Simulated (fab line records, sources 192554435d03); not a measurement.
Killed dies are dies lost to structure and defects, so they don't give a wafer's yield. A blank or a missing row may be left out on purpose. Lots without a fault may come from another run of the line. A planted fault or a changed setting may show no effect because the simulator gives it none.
Split-lot experiment | flow n5_finfet | 7 lots, 39 wafers read, on a route of 1938 steps

THE SPLIT
At N5_SD_EPI_P_ETCH_37 (etches SOC in N2/H2, overetch 108 nm, time 486 s), the setting source_w was moved away from the recipe's 3000 W on 18 of the 39 wafers read, by -16.7% to +18.6%. The other wafers ran this setting at the recipe's value.

The reading is taken at the split's own step.

THE READING
rf_vpp_V, in V, at N5_SD_EPI_P_ETCH_37 (etches SOC in N2/H2, overetch 108 nm, time 486 s). Fault-free wafers of this fab line usually give 240.6 V, standard deviation 1.2 V.

wafer  | tool, chamber at the split | source_w as run, W | against the recipe | rf_vpp_V, V | against lot-mates on the recipe
L078.1 | rie_diel-03, 2             | 3000               | recipe             | 239.7       | -
L078.2 | rie_diel-03, 1             | 3232               | +7.7%              | 236.8       | -4.1
L078.3 | rie_diel-03, 3             | 3232               | +7.7%              | 234.3       | -6.6
L078.4 | rie_diel-03, 3             | 3232               | +7.7%              | 234.2       | -6.7
L078.5 | rie_diel-03, 1             | 3000               | recipe             | 243.5       | -
L078.6 | rie_diel-03, 2             | 3000               | recipe             | 239.5       | -
L079.1 | rie_diel-03, 3             | 3461               | +15.4%             | 229.3       | -10.8
L079.2 | rie_diel-03, 1             | 3461               | +15.4%             | 228.2       | -11.9
L079.3 | rie_diel-03, 2             | 3000               | recipe             | 239.8       | -
L079.4 | rie_diel-03, 1             | 3461               | +15.4%             | 230.3       | -9.8
L079.5 | rie_diel-03, 3             | 3000               | recipe             | 239.9       | -
L079.6 | rie_diel-03, 2             | 3000               | recipe             | 240.5       | -
L081.1 | rie_diel-01, 1             | 3000               | recipe             | 239.9       | -
L081.2 | rie_diel-01, 2             | 3000               | recipe             | 240.5       | -
L081.3 | rie_diel-01, 3             | 3000               | recipe             | 240.0       | -
L082.1 | rie_diel-03, 0             | 2500               | -16.7%             | 256.4       | +15.5
L082.2 | rie_diel-03, 1             | 3000               | recipe             | 241.2       | -
L082.3 | rie_diel-03, 3             | 2500               | -16.7%             | 255.8       | +14.9
L082.4 | rie_diel-03, 2             | 3000               | recipe             | 238.6       | -
L082.5 | rie_diel-03, 1             | 3000               | recipe             | 242.8       | -
L082.6 | rie_diel-03, 0             | 2500               | -16.7%             | 256.3       | +15.4
L090.1 | rie_diel-01, 3             | 3557               | +18.6%             | 225.8       | -13.7
L090.2 | rie_diel-01, 0             | 3000               | recipe             | 240.6       | -
L090.3 | rie_diel-01, 2             | 3000               | recipe             | 240.1       | -
L090.4 | rie_diel-01, 1             | 3557               | +18.6%             | 225.5       | -14.0
L090.5 | rie_diel-01, 0             | 3557               | +18.6%             | 227.9       | -11.6
L090.6 | rie_diel-01, 1             | 3000               | recipe             | 237.8       | -
L094.1 | rie_diel-03, 0             | 2742               | -8.6%              | 248.7       | +8.4
L094.2 | rie_diel-03, 2             | 2742               | -8.6%              | 247.9       | +7.6
L094.3 | rie_diel-03, 3             | 3000               | recipe             | 240.9       | -
L094.4 | rie_diel-03, 1             | 3000               | recipe             | 239.6       | -
L094.5 | rie_diel-03, 0             | 2742               | -8.6%              | 248.7       | +8.4
L094.6 | rie_diel-03, 3             | 3000               | recipe             | 240.4       | -
L096.1 | rie_diel-01, 1             | 2716               | -9.5%              | 249.9       | +9.8
L096.2 | rie_diel-01, 2             | 3000               | recipe             | 240.6       | -
L096.3 | rie_diel-01, 3             | 3000               | recipe             | 239.9       | -
L096.4 | rie_diel-01, 0             | 2716               | -9.5%              | 249.8       | +9.7
L096.5 | rie_diel-01, 3             | 2716               | -9.5%              | 247.5       | +7.4
L096.6 | rie_diel-01, 0             | 3000               | recipe             | 239.9       | -

THE FIT
A straight line over all 39 wafers: rf_vpp_V changes by -0.822 V for each +1% of source_w; r = -0.99; the points scatter about the line by 1.3 V.
The same after taking each lot's own level away (the mean of its wafers on the recipe; 39 wafers): -0.802 V for each +1%; r = -0.99; scatter 1.3 V.
On that fit, the largest move of source_w shifts the reading by 15 V.
The lots' own levels span 239.50 to 240.90 V, that is 1.2 times the standard deviation above.
So the lot-to-lot level changes the slope little: the two slopes agree.
Check: with one of the wafers moved furthest among these (+18.6%) left out of the fit, the line predicts -14.3 V for it against its lot-mates. It came out at -13.7 V against them.
Tool readings at the split's step, against how far the setting was moved: rf_vpp_V r = -0.99.

OTHER SPLITS ON THESE WAFERS
These wafers also went through other splits before the reading. Each is held against what the fit with the lots' levels taken away leaves over:
other split on the same wafers       | wafers away from the commonest value | r with rf_vpp_V (lot level and that fit taken away)
N5_DUMMY_GATE_ETCH_32 time_s         | 15                                   | +0.19
N5_SD_EPI_N_EPI_21 epi_growth_time_s | 15                                   | +0.10

THE WHOLE CHAIN: every reading that the file lists as answering this split, in the file's order
step                | what it does                                     | reading                                                                           | change (the file's fit)               | r (the file's)
N5_SD_EPI_P_ETCH_37 | etches SOC in N2/H2, overetch 108 nm, time 486 s | rf_vpp_V                                                                          | -0.798 V for each +1% of the setting  | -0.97
N5_SD_EPI_P_ETCH_37 | etches SOC in N2/H2, overetch 108 nm, time 486 s | SD_EPI_P.cd_nm (the simulator's own value, which no gauge read)                   | +0.153 nm for each +1% of the setting | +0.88
N5_SD_EPI_P_ETCH_37 | etches SOC in N2/H2, overetch 108 nm, time 486 s | SiARC_of_SD_EPI_P_COAT_35.thk_nm (the simulator's own value, which no gauge read) | -0.128 nm for each +1% of the setting | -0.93

THE FILE'S OWN FIT
rf_vpp_V changes by -0.798 V for each +1% of source_w, r = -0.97.
